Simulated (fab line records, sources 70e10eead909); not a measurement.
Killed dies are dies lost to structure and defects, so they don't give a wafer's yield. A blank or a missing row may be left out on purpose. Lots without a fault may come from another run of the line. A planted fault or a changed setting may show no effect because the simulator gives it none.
A struck lot beside a sound one | flow nand_harc | 33 steps out of a route of 1302
Sound: wafers L295.1, L295.3, L295.6. Struck: wafers L311.2, L311.3, L311.5. The cause comes at the end.
At each step with rows: each side's tool, then ch and its chambers, then its first start. Under that, the readings that differ: sound wafers | struck wafers | difference of the means | sigmas: that difference in standard deviations of wafers without a fault.
alike: readings whose means differ by less than 2 such deviations, and words and numbers that are the same on both sides. not compared: withheld readings, readings that some wafer has no value for, bounds like >300 that may hide the same value, and numbers for which the record gives no deviation and whose values overlap.
The two part at a step that has a row with sigmas, a row that says differs or no value, or rows on one side only. Numbers that don't overlap but have no deviation are shown without sigmas and don't part them. A reading that every wafer of one side lacks parts them only if that side has two wafers or more.

first, 9 steps without rows for these wafers: NHARC_A_CHANNEL_HOLE_D2_COAT_36 (time 75 s); NHARC_A_CHANNEL_HOLE_D2_COAT_37 (time 65 s); NHARC_A_CHANNEL_HOLE_D2_COAT_04 (resist thk 90 nm); NHARC_A_CHANNEL_HOLE_D2_SOFTBAKE_05 (time 55 s); NHARC_A_CHANNEL_HOLE_D2_EBR_06; NHARC_A_CHANNEL_HOLE_D2_EXPOSE_07 (exposes mask HOLE D2, target cd 100 nm); NHARC_A_CHANNEL_HOLE_D2_PEB_08 (peb time 65 s); NHARC_A_CHANNEL_HOLE_D2_DEVELOP_09 (develop time 35 s); NHARC_A_CHANNEL_HOLE_D2_DESCUM_15 (chemistry O2, time 3 s).
NHARC_A_CHANNEL_HOLE_D2_ETCH_38: etches the open film in CF4, target depth 39 nm, time 65 s.
  sound on rie_diel-11 ch 0,1,3, day 14 21:24; struck on rie_diel-11 ch 0,1,3, day 21 20:32
  alike: drypump_motor_current_A, oes_product_au, rf_vpp_V, showerhead_plenum_p_Torr, throttle_valve_pct
  not compared: rf_hours_counter_h
then, 20 steps without rows for these wafers: NHARC_A_CHANNEL_HOLE_D2_ETCH_39 (etches the open film in N2/H2, target depth 260 nm, time 325 s); NHARC_A_CHANNEL_HOLE_D2_ETCH_34 (etches the open film in CF4/CHF3, target depth 154 nm, time 77 s); NHARC_A_CHANNEL_HOLE_D2_ETCH_16 (etches the open film in O2/COS, target depth 3100 nm, time 806 s); NHARC_A_CHANNEL_HOLE_D2_ETCH_19 (etches the open film in C4F8/O2/Ar, time 34.5 s); NHARC_A_CHANNEL_HOLE_D2_ETCH_20 (etches the open film in C4F8/O2/Ar, time 361.9 s, target depth 1600 nm); NHARC_A_CHANNEL_HOLE_D2_ETCH_21 (etches the open film in C4F8/O2/Ar, time 514.3 s, target depth 1600 nm); NHARC_A_CHANNEL_HOLE_D2_ETCH_22 (etches the open film in C4F8/O2/Ar, time 666.7 s, target depth 1600 nm); NHARC_A_CHANNEL_HOLE_D2_ETCH_23 (etches the open film in C4F8/O2/Ar, time 819 s, target depth 1600 nm); NHARC_A_CHANNEL_HOLE_D2_ETCH_24 (etches the open film in C4F8/O2/Ar, time 906.2 s, target depth 1500 nm); NHARC_A_CHANNEL_HOLE_D2_ETCH_25 (etches the open film in C4F8/O2/Ar, time 1040.2 s, target depth 1500 nm); NHARC_A_CHANNEL_HOLE_D2_ETCH_26 (etches the open film in C4F8/O2/Ar, time 224.1 s, target depth 300 nm); NHARC_A_CHANNEL_HOLE_D2_ETCH_27 (etches the open film in C4F8/O2/Ar, time 90 s, target depth 400 nm); NHARC_A_CHANNEL_HOLE_D2_STRIP_41 (strips in N2/H2); NHARC_A_CHANNEL_HOLE_D2_STRIP_42 (strips in CF4/CHF3); NHARC_A_CHANNEL_HOLE_D2_STRIP_43 (strips in O2/COS); NHARC_A_CHANNEL_HOLE_D2_ETCH_44 (etches the open film in CF4/O2, target depth 140 nm, overetch 14 nm, time 77 s); NHARC_A_CHANNEL_HOLE_D2_STRIP_28 (strips in O2); NHARC_A_CHANNEL_HOLE_D2_PRECLEAN_29 (cleans in SC1); NHARC_A_CHANNEL_HOLE_D2_SRD_30; NHARC_A_CHANNEL_HOLE_D2_XSEM_32.
NHARC_A_CHANNEL_HOLE_D2_INSPECT_40:
  sound on defect_inspect-01, day 15 07:02; struck on defect_inspect-02, day 22 03:23
  reading          | sound       | struck      | difference | sigmas
  raw_defect_count | 279 297 338 | 709 660 621 | +359       | +4
then, 1 step without rows for these wafers: NHARC_A_CHANNEL_FILL_D2_PRECLEAN_00 (cleans in SC1).
-- the record jumps here: 11 days lie between the struck wafers' starts before and after (it left off in module A_CHANNEL_FILL_D2 and takes up again in module END, whose first step shown is number 1302 of the route) --
NHARC_END_SORT_01:
  the record has rows for the struck wafers here (prober-01 ch 0, day 33 03:39) and none for the sound ones

WHERE THEY PART
First at NHARC_A_CHANNEL_HOLE_D2_INSPECT_40; last, within this record, at NHARC_END_SORT_01.

WHY: what the simulator had put in
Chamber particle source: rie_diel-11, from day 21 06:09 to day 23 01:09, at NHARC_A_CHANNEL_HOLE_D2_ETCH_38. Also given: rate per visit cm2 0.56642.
